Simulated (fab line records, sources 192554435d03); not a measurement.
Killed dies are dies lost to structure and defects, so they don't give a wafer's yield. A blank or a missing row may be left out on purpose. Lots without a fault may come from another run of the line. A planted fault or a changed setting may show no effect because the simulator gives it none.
fab line records | flow n5_finfet | part 1 of 2: steps 1 to 4 of 6
record lots=22 wafers=66 last_day=18
route steps=1938 shown GATE_CUT@475 MOL_CONTACT_COAG@530
lots that met no fault: from a run of the same line without faults
start_h: hours from the record's first day to the start of the lot's first wafer shown | wait_h: hours since the lot's step before | " the same as in the row above | L1.1+2: a row that stands for several wafers | - no value, or no start given | * or withheld: withheld | < > ~ a bound
route shown NAME@n: a module of which the file shows steps, and the number in the route of the first | usual: mean/standard deviation of fault-free wafers | same: alike in all rows | chamber/n: place in a boat | sites: the reading at each site | _std_site: their standard deviation | _edge_site: outer sites' mean less inner sites' | radius_mm: how far each site lies from the wafer's centre | mask NAME#n: copy n | behind: the tool/chamber that last shaped the wafer | hold: why the lot was held/for how many hours/how that ended | device: the transistor (n, p or np) that didn't switch | end of line: the same wafers' tests at the end of the route | a step without rows: its recipe alone | killed: dies lost to structure and defects at the first sort, not the wafer's yield | map: a wafer's dies, x killed, . not, _ none there
set.NAME: the setting as run; set.NAME@STEP: as run at that earlier step | model.NAME: the simulator's own value behind a step, which no gauge read
steps of the route over a sample of lots; a table a step, a row a wafer
services: from which hour (start_h, from the record's first day; less than 0 if before it) a tool's chamber was out of use, for how many hours, and why
## steps
# step N5_GATE_CUT_CMP_02
# recipe stop_on=SiO2 t_overpolish_s=12.7 post_cmp_clean=alkaline_brush down_force_psi=2.5 platen_rpm=51.8 pad_velocity_m_s=1.0307 target_thk_nm=0
# usual motor_current_A=9.4/0.84 overpolish_run_s=12.699/0.0088 time_to_endpoint_s=25.4/1.9
# columns lot.wafer tool chamber start_h wait_h motor_current_A overpolish_run_s time_to_endpoint_s
L074.2 cmp-02 2 83.56 0.1 7.9 12.693 25.9
L074.1 " 0 " " 9.2 12.693 26.7
L074.6 " 3 " " 7.8 12.710 26.3
L075.1 cmp-01 1 91.10 0.1 9.8 12.698 26.7
L075.4 " 2 " " 10.3 12.701 25.6
L075.5 " 0 " " 9.5 12.699 26.6
L076.1 cmp-01 0 94.99 0.1 9.1 12.680 26.8
L076.4 " 2 " " 10.5 12.705 25.6
L076.2 " 3 " " 9.3 12.698 26.0
L077.2 cmp-04 1 101.71 0.1 9.3 12.711 22.9
L077.6 " 3 " " 9.6 12.694 24.1
L077.5 " 0 " " 9.1 12.697 22.6
L078.3 cmp-02 2 105.71 0.2 8.2 12.696 26.0
L078.5 " 3 " " 7.9 12.720 26.4
L078.6 " 0 " " 9.0 12.695 25.5
L079.2 cmp-04 2 111.07 0.1 8.4 12.699 24.4
L079.4 " 3 " " 9.8 12.698 24.0
L079.5 " 0 " " 9.4 12.699 21.8
L080.3 cmp-01 2 122.67 0.1 10.7 12.690 20.8
L080.5 " 1 " " 9.8 12.704 26.3
L080.6 " 2 " " 10.2 12.705 23.7
L081.3 cmp-01 3 125.42 0.1 9.3 12.691 24.1
L081.1 " 0 " " 8.9 12.703 25.1
L081.5 " 3 " " 9.2 12.702 22.4
L082.1 cmp-04 1 132.55 0.1 9.7 12.704 22.4
L082.4 " 0 " " 9.4 12.708 25.4
L082.5 " 1 " " 9.5 12.682 24.1
L083.2 cmp-01 0 141.71 0.1 9.4 12.697 26.6
L083.6 " 0 " " 8.8 12.682 24.2
L083.5 " 1 " " 10.3 12.717 26.9
L085.1 cmp-01 3 150.91 0.1 9.6 12.703 26.8
L085.5 " 3 " " 9.7 12.700 24.2
L085.6 " 0 " " 8.8 12.708 26.7
L087.3 cmp-04 2 160.54 0.3 9.1 12.706 25.4
L087.1 " 0 " " 8.8 12.701 24.6
L087.5 " 1 " " 9.1 12.698 22.8
L088.3 cmp-02 2 170.46 0.1 7.6 12.701 23.2
L088.2 " 0 " " 9.1 12.701 26.3
L088.5 " 1 " " 10.6 12.708 24.5
L089.2 cmp-01 3 172.60 0.1 9.6 12.693 28.6
L089.1 " 1 " " 10.2 12.684 24.9
L089.5 " 0 " " 9.1 12.686 25.9
L090.3 cmp-02 3 178.03 0.1 8.1 12.703 27.2
L090.6 " 1 " " 11.4 12.688 27.1
L090.5 " 2 " " 8.2 12.696 28.9
L091.4 cmp-01 2 183.57 0.0 10.7 12.689 26.4
L091.2 " 3 " " 9.6 12.700 29.2
L091.5 " 3 " " 9.7 12.706 26.6
L092.3 cmp-04 1 190.11 0.1 9.0 12.694 25.0
L092.2 " 2 " " 9.2 12.706 24.8
L092.5 " 0 " " 8.8 12.706 19.8
L093.1 cmp-01 0 200.52 0.1 9.1 12.709 28.2
L093.3 " 2 " " 10.2 12.689 27.8
L093.6 " 0 " " 9.0 12.687 29.4
L094.2 cmp-01 2 208.34 0.1 10.6 12.686 26.1
L094.3 " 3 " " 9.9 12.690 25.0
L094.5 " 2 " " 10.0 12.697 25.6
L095.3 cmp-04 2 209.78 0.1 8.4 12.704 26.3
L095.4 " 3 " " 8.9 12.700 25.4
L095.5 " 2 " " 8.3 12.696 25.2
L096.4 cmp-02 2 225.81 0.0 7.9 12.707 24.4
L096.3 " 3 " " 8.0 12.710 25.6
L096.5 " 2 " " 8.1 12.698 27.9
L097.1 cmp-01 1 228.13 0.1 10.1 12.702 24.9
L097.2 " 2 " " 10.8 12.712 23.9
L097.3 " 0 " " 9.5 12.690 23.1
# step N5_GATE_CUT_ETCH_28
# recipe chemistry=N2/H2 target=underlayer target_depth_a=130 mask_material=CAR-EUV time_s=10.4 ion_energy_ev=200 pressure_mtorr=30 source_w=840 bias_w=150 n2_flow_sccm=200 h2_flow_sccm=200 ends=cleared
# usual drypump_motor_current_A=5.5/0.4 etch_rf_on_time_s=10.29/0.16 oes_product_au=0.70/0.076 rf_vpp_V=524.9/2.8 showerhead_plenum_p_Torr=2.58/0.096 throttle_valve_pct=17.83/0.25
# columns lot.wafer tool chamber start_h wait_h drypump_motor_current_A etch_rf_on_time_s oes_product_au rf_hours_counter_h rf_vpp_V showerhead_plenum_p_Torr throttle_valve_pct
L074.1 rie_diel-01 2 84.88 0.0 5.5 10.20 0.60 218 523.4 2.52 18.05
L074.2 " 3 " " 5.4 9.79 0.81 15 525.7 2.60 17.69
L074.6 " 2 " " 5.6 10.10 0.61 - 523.3 2.52 18.04
L075.1 rie_diel-01 0 91.89 0.0 5.1 10.34 0.76 26 529.1 2.71 17.87
L075.4 " 3 " " 5.4 9.83 0.81 17 525.7 2.60 17.69
L075.5 " 2 " " 5.6 10.27 0.60 - 523.4 2.52 18.05
L076.1 rie_diel-04 0 95.82 0.0 5.8 10.53 0.60 217 526.7 2.62 18.00
L076.2 " 3 " " 6.5 10.44 0.63 191 521.2 2.42 17.86
L076.4 " 2 " " 5.8 10.51 0.60 201 526.2 2.62 17.99
L077.2 rie_diel-03 2 102.58 0.0 5.4 10.09 0.74 61 527.3 2.69 18.07
L077.5 " 0 " " 5.2 10.08 0.62 - 520.4 2.42 18.06
L077.6 " 3 " " 4.8 10.48 0.76 - 522.3 2.49 17.95
L078.3 rie_diel-01 3 106.54 0.0 5.4 9.94 0.80 22 525.1 2.60 17.70
L078.5 " 3 " " 5.4 9.97 0.79 - 526.8 2.60 17.69
L078.6 " 1 " " 6.0 10.30 0.78 - 526.9 2.71 17.31
L079.2 rie_diel-03 2 111.95 0.0 5.4 10.27 0.74 63 527.9 2.69 18.06
L079.4 " 0 " " 5.3 10.23 0.62 214 520.5 2.42 18.04
L079.5 " 3 " " 4.7 10.49 0.76 - 520.0 2.49 17.95
L080.3 rie_diel-03 0 123.48 0.0 5.3 10.21 0.61 218 520.2 2.42 18.06
L080.5 " 3 " " 4.7 10.39 0.75 - 522.5 2.49 17.94
L080.6 " 0 " " 5.2 10.20 0.61 - 519.9 2.42 18.07
L081.1 rie_diel-01 1 126.21 0.0 6.0 10.29 0.76 15 527.7 2.71 17.31
L081.3 " 0 " " 5.1 10.30 0.76 30 527.8 2.70 17.88
L081.5 " 1 " " 5.9 10.26 0.78 - 529.0 2.71 17.31
L082.1 rie_diel-03 3 133.87 0.0 4.8 10.46 0.74 36 523.8 2.49 17.97
L082.4 " 0 " " 5.3 10.35 0.60 220 520.6 2.41 18.05
L082.5 " 2 " " 5.4 10.30 0.72 - 527.7 2.68 18.07
L083.2 rie_diel-04 2 142.55 0.0 5.8 10.45 0.60 217 525.4 2.61 18.00
L083.5 " 0 " " 5.8 10.39 0.59 - 525.5 2.61 18.02
L083.6 " 1 " " 5.7 10.37 0.72 - 521.6 2.48 17.56
L085.1 rie_diel-04 0 151.73 0.0 5.8 10.42 0.58 234 526.1 2.61 18.01
L085.5 " 3 " " 6.5 10.35 0.62 - 518.9 2.41 17.92
L085.6 " 2 " " 5.8 10.48 0.59 - 526.3 2.61 18.01
L087.1 rie_diel-01 0 161.45 0.0 5.1 10.36 0.75 39 527.7 2.70 17.90
L087.3 " 3 " " 5.4 9.88 0.77 39 523.9 2.59 17.72
L087.5 " 0 " " 5.1 10.41 0.76 - 528.7 2.70 17.91
L088.2 rie_diel-03 0 171.46 0.0 5.3 10.10 0.61 233 519.8 2.41 18.09
L088.3 " 1 " " 5.9 10.25 0.74 38 525.6 2.58 17.70
L088.5 " 2 " " 5.4 10.09 0.73 - 526.9 2.68 18.08
L089.1 rie_diel-03 0 173.47 0.0 5.2 10.15 0.61 233 521.0 2.41 18.08
L089.2 " 3 " " 4.7 10.39 0.73 49 521.3 2.48 17.99
L089.5 " 1 " " 5.9 10.38 0.75 - 525.8 2.58 17.71
L090.3 rie_diel-01 0 178.78 0.0 5.1 10.29 0.75 45 525.4 2.70 17.92
L090.5 " 2 " " 5.5 10.30 0.59 - 522.1 2.51 18.09
L090.6 " 3 " " 5.4 9.94 0.76 - 524.5 2.59 17.73
L091.2 rie_diel-01 3 184.40 0.0 5.4 9.85 0.77 46 526.8 2.59 17.74
L091.4 " 1 " " 6.0 10.40 0.74 31 526.2 2.70 17.35
L091.5 " 3 " " 5.4 9.91 0.75 - 525.0 2.59 17.75
L092.2 rie_diel-03 3 190.90 0.0 4.7 10.39 0.73 53 522.4 2.48 17.98
L092.3 " 1 " " 5.9 10.34 0.75 44 524.8 2.58 17.70
L092.5 " 0 " " 5.3 10.22 0.60 - 519.4 2.41 18.10
L093.1 rie_diel-04 0 201.51 0.0 5.8 10.51 0.57 251 525.7 2.61 18.06
L093.3 " 2 " " 5.8 10.45 0.58 236 524.4 2.60 18.04
L093.6 " 1 " " 5.7 10.46 0.71 - 521.7 2.47 17.59
L094.2 rie_diel-04 0 209.36 0.0 5.8 10.52 0.57 254 525.7 2.60 18.04
L094.3 " 1 " " 5.7 10.48 0.69 82 521.9 2.47 17.60
L094.5 " 1 " " 5.7 10.45 0.70 - 522.1 2.47 17.59
L095.3 rie_diel-01 3 211.52 0.0 5.4 9.97 0.74 56 523.3 2.58 17.78
L095.4 " 3 " " 5.4 9.98 0.74 - 524.1 2.58 17.76
L095.5 " 1 " " 6.0 10.32 0.73 - 527.9 2.69 17.37
L096.3 rie_diel-01 3 227.88 0.0 5.4 9.93 0.74 62 526.1 2.58 17.77
L096.4 " 0 " " 5.1 10.38 0.72 63 528.7 2.69 17.94
L096.5 " 2 " " 5.5 10.16 0.84 - 523.2 2.51 17.66
L097.1 rie_diel-03 2 229.53 0.0 5.4 10.21 0.70 99 527.8 2.67 18.13
L097.2 " 3 " " 4.7 10.35 0.71 69 520.8 2.47 18.00
L097.3 " 1 " " 5.9 10.19 0.73 59 523.8 2.57 17.72
# step N5_GATE_CUT_HM_OPEN_40
# recipe chemistry=C4F6/O2 target=SiO2 mask_material=SiARC target_depth_a=1390 time_s=85.1 ion_energy_ev=250 pressure_mtorr=30 source_w=345 bias_w=185 Ar_flow_sccm=300 C4F6_flow_sccm=10 O2_flow_sccm=10 ends=cleared
# usual drypump_motor_current_A=5.5/0.4 etch_rf_on_time_s=93.4/1.7 oes_product_au=0.74/0.081 rf_vpp_V=667/7.1 showerhead_plenum_p_Torr=2.89/0.1 throttle_valve_pct=20.94/0.26
# columns lot.wafer tool chamber start_h wait_h drypump_motor_current_A etch_rf_on_time_s oes_product_au rf_hours_counter_h rf_vpp_V showerhead_plenum_p_Torr throttle_valve_pct
L074.1 rie_diel-01 2 85.00 0.0 5.5 91.9 0.64 218 665 2.83 21.12
L074.2 " 3 " " 5.4 89.0 0.86 15 675 2.91 20.84
L074.6 " 2 " " 5.5 95.2 0.64 - 665 2.83 21.09
L075.1 rie_diel-01 0 92.02 0.0 5.1 93.7 0.82 26 668 3.02 20.90
L075.4 " 3 " " 5.4 89.3 0.85 17 676 2.91 20.84
L075.5 " 2 " " 5.6 95.0 0.64 - 665 2.83 21.11
L076.1 rie_diel-04 0 95.95 0.0 5.8 96.0 0.62 217 682 2.94 21.12
L076.2 " 3 " " 6.5 95.2 0.65 191 659 2.73 21.02
L076.4 " 2 " " 5.8 96.4 0.64 201 666 2.94 21.15
L077.2 rie_diel-03 2 102.71 0.0 5.4 90.9 0.79 61 659 3.00 21.16
L077.5 " 0 " " 5.2 93.4 0.65 - 655 2.71 21.19
L077.6 " 3 " " 4.7 94.9 0.81 - 666 2.78 21.07
L078.3 rie_diel-01 3 106.67 0.0 5.4 90.2 0.83 22 675 2.90 20.85
L078.5 " 3 " " 5.4 91.6 0.83 - 675 2.90 20.84
L078.6 " 1 " " 5.9 97.2 0.82 - 674 3.02 20.38
L079.2 rie_diel-03 2 112.08 0.0 5.4 91.9 0.77 63 661 3.00 21.16
L079.4 " 0 " " 5.2 93.4 0.65 214 656 2.71 21.18
L079.5 " 3 " " 4.7 94.4 0.80 - 666 2.78 21.08
L080.3 rie_diel-03 0 123.61 0.0 5.3 91.9 0.64 218 654 2.71 21.19
L080.5 " 3 " " 4.7 92.0 0.80 - 665 2.78 21.07
L080.6 " 0 " " 5.2 92.2 0.65 - 654 2.71 21.20
L081.1 rie_diel-01 1 126.34 0.0 5.9 93.9 0.82 15 673 3.02 20.42
L081.3 " 0 " " 5.0 92.1 0.82 30 669 3.02 20.90
L081.5 " 1 " " 6.0 94.0 0.82 - 675 3.02 20.39
L082.1 rie_diel-03 3 134.00 0.0 4.8 92.0 0.80 36 665 2.78 21.08
L082.4 " 0 " " 5.2 92.8 0.65 220 654 2.71 21.21
L082.5 " 2 " " 5.4 93.7 0.76 - 660 2.99 21.18
L083.2 rie_diel-04 2 142.68 0.0 5.8 94.1 0.63 217 662 2.93 21.15
L083.5 " 0 " " 5.8 95.2 0.62 - 680 2.93 21.16
L083.6 " 1 " " 5.7 94.6 0.77 - 670 2.77 20.56
L085.1 rie_diel-04 0 151.86 0.0 5.8 90.8 0.62 234 680 2.93 21.16
L085.5 " 3 " " 6.5 94.4 0.65 - 658 2.72 21.05
L085.6 " 2 " " 5.7 94.9 0.62 - 662 2.93 21.16
L087.1 rie_diel-01 0 161.58 0.0 5.1 92.9 0.80 39 668 3.01 20.92
L087.3 " 3 " " 5.4 90.5 0.81 39 674 2.90 20.88
L087.5 " 0 " " 5.1 95.2 0.78 - 669 3.01 20.92
L088.2 rie_diel-03 0 171.59 0.0 5.2 90.9 0.64 233 655 2.71 21.22
L088.3 " 1 " " 5.9 91.8 0.80 38 663 2.90 20.84
L088.5 " 2 " " 5.4 92.7 0.75 - 658 2.99 21.19
L089.1 rie_diel-03 0 173.60 0.0 5.2 91.8 0.64 233 654 2.71 21.20
L089.2 " 3 " " 4.7 92.8 0.77 49 665 2.77 21.10
L089.5 " 1 " " 5.9 93.3 0.79 - 661 2.90 20.85
L090.3 rie_diel-01 0 178.91 0.0 5.1 93.0 0.79 45 669 3.01 20.92
L090.5 " 2 " " 5.6 94.7 0.62 - 666 2.82 21.14
L090.6 " 3 " " 5.4 91.9 0.80 - 674 2.89 20.88
L091.2 rie_diel-01 3 184.53 0.0 5.4 90.1 0.80 46 674 2.89 20.88
L091.4 " 1 " " 6.0 93.5 0.79 31 676 3.01 20.42
L091.5 " 3 " " 5.4 92.2 0.79 - 675 2.89 20.87
L092.2 rie_diel-03 3 191.03 0.0 4.7 92.8 0.77 53 665 2.77 21.11
L092.3 " 1 " " 5.9 94.8 0.78 44 662 2.89 20.87
L092.5 " 0 " " 5.3 92.3 0.63 - 655 2.70 21.22
L093.1 rie_diel-04 0 201.64 0.0 5.8 93.1 0.61 251 680 2.92 21.16
L093.3 " 2 " " 5.8 92.0 0.62 236 665 2.92 21.19
L093.6 " 1 " " 5.7 93.9 0.75 - 671 2.76 20.60
L094.2 rie_diel-04 0 209.49 0.0 5.8 94.4 0.60 254 681 2.92 21.19
L094.3 " 1 " " 5.7 93.7 0.74 82 672 2.76 20.60
L094.5 " 1 " " 5.7 97.4 0.73 - 671 2.76 20.58
L095.3 rie_diel-01 3 211.65 0.0 5.4 91.3 0.78 56 675 2.89 20.91
L095.4 " 3 " " 5.4 90.8 0.78 - 674 2.89 20.90
L095.5 " 1 " " 6.0 95.8 0.77 - 673 3.00 20.45
L096.3 rie_diel-01 3 228.01 0.0 5.4 89.9 0.77 62 674 2.88 20.91
L096.4 " 0 " " 5.1 94.0 0.76 63 667 3.00 20.94
L096.5 " 2 " " 5.5 93.1 0.88 - 665 2.81 20.79
L097.1 rie_diel-03 2 229.66 0.0 5.4 93.5 0.73 99 657 2.98 21.22
L097.2 " 3 " " 4.7 92.6 0.75 69 665 2.76 21.14
L097.3 " 1 " " 6.0 94.4 0.76 59 664 2.89 20.89
# step N5_GATE_CUT_VAPOR_ETCH_49
# recipe chemistry=BCl3/Cl2 target=TiAlC mode=isotropic
# usual drypump_motor_current_A=5.6/0.41 oes_product_au=0.82/0.092
# columns lot.wafer tool chamber start_h wait_h drypump_motor_current_A oes_product_au
L074.1 rie_metal-01 1 85.44 0.0 6.1 0.81
L074.2 " 0 " " 5.3 0.97
L074.6 " 1 " " 6.1 0.80
L075.1 rie_metal-02 0 92.46 0.0 4.9 0.65
L075.4 " 1 " " 5.9 0.90
L075.5 " 1 " " 6.0 0.91
L076.1 rie_metal-02 0 96.39 0.0 4.9 0.66
L076.2 " 1 " " 6.0 0.91
L076.4 " 1 " " 6.0 0.91
L077.2 rie_metal-03 1 103.15 0.0 5.9 0.79
L077.5 " 1 " " 5.9 0.79
L077.6 " 0 " " 5.3 0.92
L078.3 rie_metal-01 1 107.12 0.0 6.1 0.79
L078.5 " 1 " " 6.1 0.79
L078.6 " 0 " " 5.3 0.93
L079.2 rie_metal-01 0 112.52 0.0 5.3 0.93
L079.4 " 0 " " 5.3 0.93
L079.5 " 1 " " 6.1 0.80
L080.3 rie_metal-03 1 124.06 0.0 5.9 0.79
L080.5 " 0 " " 5.3 0.91
L080.6 " 1 " " 5.9 0.79
L081.1 rie_metal-01 0 126.78 0.0 5.3 0.93
L081.3 " 0 " " 5.3 0.93
L081.5 " 1 " " 6.1 0.79
L082.1 rie_metal-02 1 134.43 0.0 6.0 0.90
L082.4 " 0 " " 5.0 0.66
L082.5 " 1 " " 6.0 0.90
L083.2 rie_metal-03 0 143.12 0.0 5.3 0.89
L083.5 " 1 " " 5.9 0.77
L083.6 " 0 " " 5.3 0.89
L085.1 rie_metal-02 0 152.30 0.0 4.9 0.65
L085.5 " 1 " " 6.0 0.90
L085.6 " 0 " " 5.0 0.66
L087.1 rie_metal-02 1 162.02 0.0 6.0 0.89
L087.3 " 1 " " 6.0 0.89
L087.5 " 1 " " 6.0 0.89
L088.2 rie_metal-02 1 172.03 0.0 6.0 0.88
L088.3 " 0 " " 5.0 0.65
L088.5 " 0 " " 5.0 0.66
L089.1 rie_metal-03 0 174.04 0.0 5.3 0.89
L089.2 " 1 " " 5.9 0.78
L089.5 " 0 " " 5.3 0.89
L090.3 rie_metal-03 1 179.36 0.0 5.9 0.77
L090.5 " 0 " " 5.3 0.88
L090.6 " 1 " " 5.9 0.78
L091.2 rie_metal-01 1 184.97 0.0 6.1 0.77
L091.4 " 1 " " 6.1 0.77
L091.5 " 0 " " 5.3 0.88
L092.2 rie_metal-03 0 191.47 0.0 5.3 0.87
L092.3 " 0 " " 5.3 0.88
L092.5 " 0 " " 5.3 0.87
L093.1 rie_metal-03 1 202.07 0.0 5.9 0.77
L093.3 " 0 " " 5.3 0.86
L093.6 " 0 " " 5.3 0.88
L094.2 rie_metal-01 0 209.93 0.0 5.3 0.88
L094.3 " 0 " " 5.3 0.88
L094.5 " 0 " " 5.3 0.87
L095.3 rie_metal-03 1 212.10 0.0 5.9 0.77
L095.4 " 0 " " 5.3 0.87
L095.5 " 0 " " 5.3 0.87
L096.3 rie_metal-02 0 228.46 0.0 5.0 0.65
L096.4 " 1 " " 6.0 0.87
L096.5 " 1 " " 6.0 0.85
L097.1 rie_metal-01 0 230.10 0.0 5.3 0.87
L097.2 " 1 " " 6.1 0.77
L097.3 " 0 " " 5.3 0.87
